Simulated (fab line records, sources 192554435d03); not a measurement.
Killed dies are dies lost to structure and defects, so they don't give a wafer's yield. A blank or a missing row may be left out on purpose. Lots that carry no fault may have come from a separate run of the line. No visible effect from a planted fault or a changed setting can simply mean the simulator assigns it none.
Which tool is to blame?    flow n5_finfet    Sampling: 14 lots, 42 wafers, 7 of 1938 route steps

## WHAT THE GAUGES SHOWED, per wafer
N5_BEOL_M2_CD_MEAS_18: pitch 36 nm, target cd 18 nm. Usual: cd_nm 18.00 nm, standard deviation 0.3.
lot   measured      on         cd_nm (nm)         flag
L400  day 6 11:56   cd_sem-03  18.20 17.63 17.86  
L401  day 6 18:29   cd_sem-03  18.09 17.96 18.44  
L402  day 7 01:42   cd_sem-03  18.07 18.42 18.02  
L404  day 7 07:55   cd_sem-03  17.99 18.03 17.97  
L406  day 7 20:30   cd_sem-03  17.98 18.23 18.68  
L407  day 8 08:12   cd_sem-03  18.26 18.21 17.65  
L409  day 9 13:43   cd_sem-01  17.58 17.59 17.86  
L410  day 9 17:31   cd_sem-01  17.41 17.81 18.02  
L411  day 9 19:49   cd_sem-03  18.08 17.65 18.12  
L414  day 9 23:52   cd_sem-03  17.56 18.06 17.62  
L413  day 10 02:53  cd_sem-01  17.98 18.31 17.61  
L420  day 11 12:38  cd_sem-01  - - -              OFF
L421  day 12 09:05  cd_sem-03  - - -              OFF
L423  day 12 11:14  cd_sem-02  18.38 17.84 17.88  

N5_BEOL_M4_RC_MEAS_101. Usual: DIBL_N 36.2 mV/V, standard deviation 1.7; DIBL_P 36.2 mV/V, standard deviation 2.2; IOFF_N 0.16 nA/um, standard deviation 0.035; IOFF_P 0.21 nA/um, standard deviation 0.042; ION_N 673 uA/um, standard deviation 13; ION_P 462 uA/um, standard deviation 7.9; SS_N 71.4 mV/dec, standard deviation 0.59; SS_P 73.2 mV/dec, standard deviation 0.7; VT_N 250 mV, standard deviation 3.6; VT_P -251 mV, standard deviation 3.5.
lot   measured      on         DIBL_N (mV/V)   DIBL_P (mV/V)   IOFF_N (nA/um)  IOFF_P (nA/um)  ION_N (uA/um)  ION_P (uA/um)  SS_N (mV/dec)   SS_P (mV/dec)   VT_N (mV)    VT_P (mV)       flag
L400  day 7 14:49   prober-01  39.5 37.5 34.2  39.9 36.7 33.5  0.20 0.17 0.11  0.24 0.20 0.15  672 681 642    458 461 443    72.9 71.9 71.0  74.6 74.5 72.4  248 253 256  -248 -251 -256  
L401  day 7 23:13   prober-01  36.3 38.7 36.4  36.1 40.1 38.5  0.14 0.21 0.17  0.19 0.25 0.22  653 688 674    446 461 465    70.9 72.5 71.4  73.0 74.0 73.9  250 243 248  -252 -247 -251  
L402  day 8 05:29   prober-01  33.7 35.4 35.9  35.2 37.1 37.6  0.14 0.16 0.18  0.21 0.23 0.23  667 674 682    469 473 473    70.5 71.1 71.9  72.9 73.2 74.0  252 250 248  -250 -248 -250  
L404  day 8 10:10   prober-02  35.5 34.1 36.4  34.9 33.8 35.9  0.14 0.12 0.17  0.19 0.18 0.21  667 673 689    464 467 467    70.9 70.8 71.2  73.4 72.8 72.6  251 250 247  -251 -254 -250  
L406  day 9 04:19   prober-01  35.6 34.7 38.1  38.0 36.0 39.9  0.17 0.14 0.20  0.21 0.18 0.23  681 662 681    456 454 458    71.0 71.7 71.8  72.9 73.0 74.0  252 250 249  -250 -253 -251  
L407  day 9 19:28   prober-02  37.3 37.1 36.5  37.1 38.6 36.5  0.18 0.19 0.16  0.24 0.27 0.22  676 691 682    468 477 463    71.6 71.7 71.3  72.4 73.7 72.6  249 246 250  -248 -247 -250  
L409  day 10 17:28  prober-01  38.1 37.1 38.6  38.7 37.4 39.1  0.19 0.17 0.19  0.24 0.22 0.25  695 678 681    468 464 466    72.1 72.0 72.6  73.9 73.7 74.6  248 250 245  -246 -250 -246  
L410  day 10 21:37  prober-01  36.3 38.6 37.6  36.0 38.3 36.5  0.15 0.20 0.17  0.20 0.24 0.21  673 670 671    459 456 462    71.0 71.4 72.3  73.7 74.2 73.1  253 248 248  -253 -251 -250  
L411  day 11 00:17  prober-01  33.6 35.7 33.9  32.4 35.6 32.6  0.11 0.14 0.11  0.16 0.21 0.17  655 661 666    450 459 455    70.5 70.5 70.8  71.7 73.2 73.0  251 249 255  -253 -251 -253  
L414  day 11 04:55  prober-01  37.7 34.2 35.3  39.0 34.5 36.8  0.17 0.12 0.14  0.26 0.19 0.22  668 659 666    463 464 460    71.2 71.6 71.3  73.8 72.0 73.0  251 252 250  -245 -250 -248  
L413  day 11 07:58  prober-02  36.2 35.7 37.3  34.2 34.5 35.9  0.14 0.13 0.15  0.17 0.17 0.19  679 680 674    460 461 461    72.2 70.5 71.6  73.1 73.2 72.7  252 254 253  -255 -256 -251  
L423  day 13 17:47  prober-01  34.9 35.1 34.1  36.8 35.5 35.1  0.15 0.14 0.13  0.17 0.16 0.16  665 672 666    450 451 454    70.6 71.4 71.0  73.9 73.2 73.1  252 252 255  -257 -259 -258  

## WHICH TOOL RAN EACH LOT (tool, then ch and the chambers of the sampled wafers, then the start)
lot   N5_BEOL_M1_SPUTTER_92         N5_BEOL_M1_CO_CAP_55              N5_BEOL_M2_ILD_DEP_00            N5_BEOL_M2_HM_DEP_02          N5_BEOL_M2_HM_OPEN_17
L400  pvd_sputter-01, day 6 08:37   cvd_co-02 ch 0,2, day 6 10:04     pecvd-02 ch 0,1,2, day 6 10:20   pvd_sputter-03, day 6 10:44   rie_metal-01 ch 1, day 6 11:42
L401  pvd_sputter-02, day 6 14:13   cvd_co-02 ch 2, day 6 15:40       pecvd-04 ch 1,2, day 6 15:57     pvd_sputter-01, day 6 17:14   rie_metal-01 ch 1, day 6 18:10
L402  pvd_sputter-03, day 6 22:29   cvd_co-02 ch 0,1,2, day 6 23:47   pecvd-02 ch 0,2, day 7 00:02     pvd_sputter-02, day 7 00:33   rie_metal-02 ch 0,1, day 7 01:31
L404  pvd_sputter-01, day 7 02:23   cvd_co-02 ch 0,2, day 7 03:42     pecvd-01 ch 0,1, day 7 03:56     pvd_sputter-03, day 7 06:26   rie_metal-01 ch 1, day 7 07:44
L406  pvd_sputter-01, day 7 17:13   cvd_co-02 ch 0,1,2, day 7 18:34   pecvd-02 ch 0,1,2, day 7 18:49   pvd_sputter-03, day 7 19:26   rie_metal-01 ch 0,1, day 7 20:19
L407  pvd_sputter-02, day 8 04:56   cvd_co-01 ch 0,1,2, day 8 06:14   pecvd-01 ch 0,1,2, day 8 06:29   pvd_sputter-03, day 8 07:07   rie_metal-01 ch 0,1, day 8 08:01
L409  pvd_sputter-03, day 9 09:44   cvd_co-02 ch 0,2, day 9 11:02     pecvd-04 ch 0,2, day 9 11:17     pvd_sputter-02, day 9 12:29   rie_metal-02 ch 0,1, day 9 13:23
L410  pvd_sputter-02, day 9 14:40   cvd_co-02 ch 0,2, day 9 15:58     pecvd-04 ch 0,2, day 9 16:13     pvd_sputter-02, day 9 16:28   rie_metal-02 ch 0,1, day 9 17:14
L411  pvd_sputter-01, day 9 15:02   cvd_co-02 ch 1,2, day 9 16:26     pecvd-01 ch 1, day 9 16:40       pvd_sputter-02, day 9 18:37   rie_metal-01 ch 0,1, day 9 19:32
L414  pvd_sputter-02, day 9 20:55   cvd_co-02 ch 1,2, day 9 22:13     pecvd-02 ch 0,1, day 9 22:28     pvd_sputter-01, day 9 22:40   rie_metal-02 ch 0,1, day 9 23:36
L413  pvd_sputter-02, day 9 22:45   cvd_co-01 ch 0,1,2, day 10 00:10  pecvd-02 ch 0,1, day 10 00:25    pvd_sputter-02, day 10 01:48  rie_metal-02 ch 1, day 10 02:41
L420  pvd_sputter-03, day 11 06:10  cvd_co-02 ch 0,2, day 11 07:28    pecvd-04 ch 1,2, day 11 07:43    pvd_sputter-01, day 11 11:21  rie_metal-02 ch 0, day 11 12:17
L421  pvd_sputter-02, day 12 04:11  cvd_co-01 ch 0,1,2, day 12 05:29  pecvd-02 ch 0,1,2, day 12 05:46  pvd_sputter-01, day 12 07:31  rie_metal-03 ch 0,1, day 12 08:43
L423  pvd_sputter-03, day 12 07:41  cvd_co-01 ch 0,1, day 12 08:59    pecvd-02 ch 0,2, day 12 09:14    pvd_sputter-02, day 12 09:43  rie_metal-03 ch 0,1, day 12 11:01
- N5_BEOL_M1_SPUTTER_92: material Cu, target thk 4.5 nm, time 8.29 s.
- N5_BEOL_M1_CO_CAP_55: material Co, precursor CCTBA/H2, target thk 2 nm, time 102.1 s.
- N5_BEOL_M2_ILD_DEP_00: deposits SiOC from DEMS/O2, target thk 79 nm, time 15.3 s.
- N5_BEOL_M2_HM_DEP_02: deposits TiN, target thk 20 nm.
- N5_BEOL_M2_HM_OPEN_17: chemistry Cl2/BCl3, target TiN, target depth 20 nm, overetch 6 nm.

## AS READ BY THE TOOLS THEMSELVES (means over the sampled wafers that have a number; for cases with no such wafer, the mark the record gives instead)
N5_BEOL_M1_SPUTTER_92. Usual: chuck_gas_flow_sccm 1.27 sccm, standard deviation 0.058; substrate_temp_c -19.99 C, standard deviation 0.1; throttle_valve_pct 30.2 %, standard deviation 1.3.
lot   tool            chuck_gas_flow_sccm (sccm)  substrate_temp_c (C)  throttle_valve_pct (%)  flag
L400  pvd_sputter-01  1.26                        -20.10                30.9                    
L401  pvd_sputter-02  1.28                        -20.00                30.9                    
L402  pvd_sputter-03  1.34                        -19.96                30.8                    
L404  pvd_sputter-01  1.27                        -20.09                30.9                    
L406  pvd_sputter-01  1.30                        -20.01                30.2                    
L407  pvd_sputter-02  1.31                        -20.05                29.8                    
L409  pvd_sputter-03  1.30                        -19.96                30.2                    
L410  pvd_sputter-02  1.30                        -20.06                30.1                    
L411  pvd_sputter-01  1.28                        -19.97                30.3                    
L414  pvd_sputter-02  1.28                        -19.92                28.5                    
L413  pvd_sputter-02  1.27                        -19.97                29.8                    
L420  pvd_sputter-03  1.29                        -19.99                30.4                    
L421  pvd_sputter-02  1.26                        -20.04                29.6                    
L423  pvd_sputter-03  1.27                        -19.96                30.5                    

N5_BEOL_M1_CO_CAP_55. Usual: heater_power_w 250 W, standard deviation 42.
lot   tool       heater_power_w (W)  flag
L400  cvd_co-02  252                 
L401  cvd_co-02  237                 
L402  cvd_co-02  241                 
L404  cvd_co-02  274                 
L406  cvd_co-02  243                 
L407  cvd_co-01  262                 
L409  cvd_co-02  277                 
L410  cvd_co-02  273                 
L411  cvd_co-02  223                 
L414  cvd_co-02  207                 
L413  cvd_co-01  259                 
L420  cvd_co-02  257                 
L421  cvd_co-01  254                 
L423  cvd_co-01  287                 

N5_BEOL_M2_ILD_DEP_00. Usual: chamber_pressure_Torr 4.999 Torr, standard deviation 0.01; heater_power_outer_w 270 W, standard deviation 67; heater_power_w 500 W, standard deviation 93; showerhead_plenum_p_Torr 5.704 Torr, standard deviation 0.015; throttle_valve_pct 11.9 %, standard deviation 0.42.
lot   tool      chamber_pressure_Torr (Torr)  heater_power_outer_w (W)  heater_power_w (W)  showerhead_plenum_p_Torr (Torr)  throttle_valve_pct (%)  flag
L400  pecvd-02  4.998                         197                       411                 5.706                            11.7                    
L401  pecvd-04  4.996                         378                       608                 5.707                            11.6                    
L402  pecvd-02  4.996                         224                       445                 5.703                            11.5                    
L404  pecvd-01  4.993                         297                       529                 5.696                            12.2                    
L406  pecvd-02  4.992                         212                       446                 5.704                            11.7                    
L407  pecvd-01  5.006                         298                       526                 5.697                            12.0                    
L409  pecvd-04  5.000                         356                       598                 5.707                            11.4                    
L410  pecvd-04  5.004                         345                       600                 5.703                            11.5                    
L411  pecvd-01  4.992                         306                       583                 5.701                            12.3                    
L414  pecvd-02  5.009                         265                       515                 5.715                            11.8                    
L413  pecvd-02  4.991                         233                       473                 5.717                            11.8                    
L420  pecvd-04  5.000                         380                       621                 5.700                            12.1                    
L421  pecvd-02  4.993                         216                       435                 5.713                            11.9                    
L423  pecvd-02  4.998                         202                       417                 5.702                            11.8                    

N5_BEOL_M2_HM_DEP_02. Usual: chamber_pressure_pa 0.5001 Pa, standard deviation 0.0011; substrate_temp_c 24.98 C, standard deviation 0.11; throttle_valve_pct 30.4 %, standard deviation 1.3.
lot   tool            chamber_pressure_pa (Pa)  substrate_temp_c (C)  throttle_valve_pct (%)  flag
L400  pvd_sputter-03  0.5012                    24.94                 30.3                    
L401  pvd_sputter-01  0.4988                    24.94                 29.4                    
L402  pvd_sputter-02  0.5001                    24.98                 30.7                    
L404  pvd_sputter-03  0.5005                    24.97                 30.9                    
L406  pvd_sputter-03  0.5013                    24.93                 29.8                    
L407  pvd_sputter-03  0.4997                    24.99                 30.1                    
L409  pvd_sputter-02  0.5001                    25.03                 30.1                    
L410  pvd_sputter-02  0.4996                    24.95                 31.0                    
L411  pvd_sputter-02  0.4987                    24.99                 30.7                    
L414  pvd_sputter-01  0.4991                    25.00                 30.5                    
L413  pvd_sputter-02  0.5001                    25.02                 30.6                    
L420  pvd_sputter-01  -                         -                     -                       OFF
L421  pvd_sputter-01  -                         -                     -                       OFF
L423  pvd_sputter-02  0.5012                    24.97                 30.9                    

N5_BEOL_M2_HM_OPEN_17. Usual: drypump_motor_current_A 5.8 A, standard deviation 0.42; oes_product_au 0.73 a.u., standard deviation 0.054; throttle_valve_pct 22.20 %, standard deviation 0.16.
lot   tool          drypump_motor_current_A (A)  oes_product_au (a.u.)  throttle_valve_pct (%)  flag
L400  rie_metal-01  6.0                          0.66                   22.14                   
L401  rie_metal-01  6.1                          0.66                   22.12                   
L402  rie_metal-02  6.2                          0.78                   22.40                   
L404  rie_metal-01  6.1                          0.65                   22.17                   
L406  rie_metal-01  5.6                          0.76                   22.11                   
L407  rie_metal-01  5.8                          0.70                   22.13                   
L409  rie_metal-02  6.1                          0.75                   22.34                   
L410  rie_metal-02  6.1                          0.74                   22.35                   
L411  rie_metal-01  5.5                          0.74                   22.13                   
L414  rie_metal-02  6.1                          0.75                   22.32                   
L413  rie_metal-02  6.2                          0.75                   22.48                   
L420  rie_metal-02  6.1                          0.32                   22.96                   OFF
L421  rie_metal-03  5.1                          0.32                   22.67                   OFF
L423  rie_metal-03  5.2                          0.73                   21.95                   

## THE ANSWER, worked out from the rows above alone
Rule: a lot is off if the mean of its wafers that have a number lies more than 3 standard deviations from the usual mean. Also off: a lot with no number at a reading for which 4 or more lots have one. Any other lot the step has rows for is counted as sound. The gauges are gone through in route order, then the tools' own readings, and for those a lot's mean is taken as printed above. The first step at which some lot is off is used, and at that step the reading that is off furthest; a lot without a number counts as furthest.
Off: L420, L421, at N5_BEOL_M2_CD_MEAS_18 (cd_nm). Without a number there: L420, L421.
A tool fits if, at a process step before that reading, it ran every lot that is off, and no sound lot after the first of them. Not tried: the gauges at N5_BEOL_M2_CD_MEAS_18; whatever is off there is also off at N5_BEOL_M2_HM_DEP_02, on other tools, and gauge error can't account for it. One candidate fits, namely pvd_sputter-01 at N5_BEOL_M2_HM_DEP_02. Its last sound lot is L414 (day 9 22:40), its first lot that is off L420 (day 11 11:21): a fault that began between those two fits.
Blank at N5_BEOL_M2_HM_DEP_02 on the lots that are off, where sound lots have numbers: chamber_pressure_pa, substrate_temp_c, throttle_valve_pct.

## WHAT WAS PUT IN BY THE SIMULATOR
Beginning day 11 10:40, the whole step at N5_BEOL_M2_HM_DEP_02 was skipped on pvd_sputter-01. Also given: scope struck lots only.
Lots struck among those shown: L420, L421. The rule given above showed the same thing.
